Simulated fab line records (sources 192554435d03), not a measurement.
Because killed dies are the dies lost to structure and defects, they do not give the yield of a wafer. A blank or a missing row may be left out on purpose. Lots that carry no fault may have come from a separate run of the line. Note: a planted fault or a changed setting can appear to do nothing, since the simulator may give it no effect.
Chamber matching -- flow n5-finfet -- N5_BEOL_M0_SAQP_ETCH_49 on rie-diel-03: 4 sister chambers
The step etches SiO2 in CF4/O2, target depth 37 nm. 8 wafers are shown with their chamber, then 9 later ones without.

EACH WAFER AND ITS CHAMBER
wafer,chamber,drypump-motor-current-A (A),throttle-valve-pct (%)
L078.1,1,6.1,15.92
L078.5,2,5.5,15.97
L083.4,2,5.4,15.98
L084.4,0,5.1,15.75
L084.5,3,6.4,15.48
L087.1,1,6.1,15.96
L087.2,3,6.4,15.48
L087.6,0,5.2,15.74

WAFERS WITH NO CHAMBER GIVEN
wafer,drypump-motor-current-A (A),throttle-valve-pct (%)
L088.1,6.1,15.97
L088.4,5.5,15.99
L088.6,5.4,16.01
L089.2,6.1,15.96
L089.3,5.4,15.99
L089.5,6.4,15.48
L097.2,5.5,16.04
L097.3,5.1,15.79
L097.4,6.4,15.51

WHICH CHAMBER EACH WENT THROUGH
wafer,from the rows above,in truth
L088.1,1,1
L088.4,2,2
L088.6,2,2
L089.2,1,1
L089.3,2,2
L089.5,3,3
L097.2,2,2
L097.3,0,0
L097.4,3,3
Correctly placed: 9 of 9. From these rows, 0 cannot be placed. Number placed wrongly: 0.
How it was worked out, from the rows above alone: a wafer's distance from a chamber is the root of the sum, over the readings, of the square of ((its reading less the chamber's mean) divided by the reading's scatter). The wafer belongs to the nearest chamber; if the next one is less than 2 further off, it can't be placed. The mean given for a chamber averages the wafers shown for that chamber. How the scatter is found: for the shown wafers, subtract from each reading the mean of its chamber, square and add these, divide the total by (wafers less chambers), then take the root.
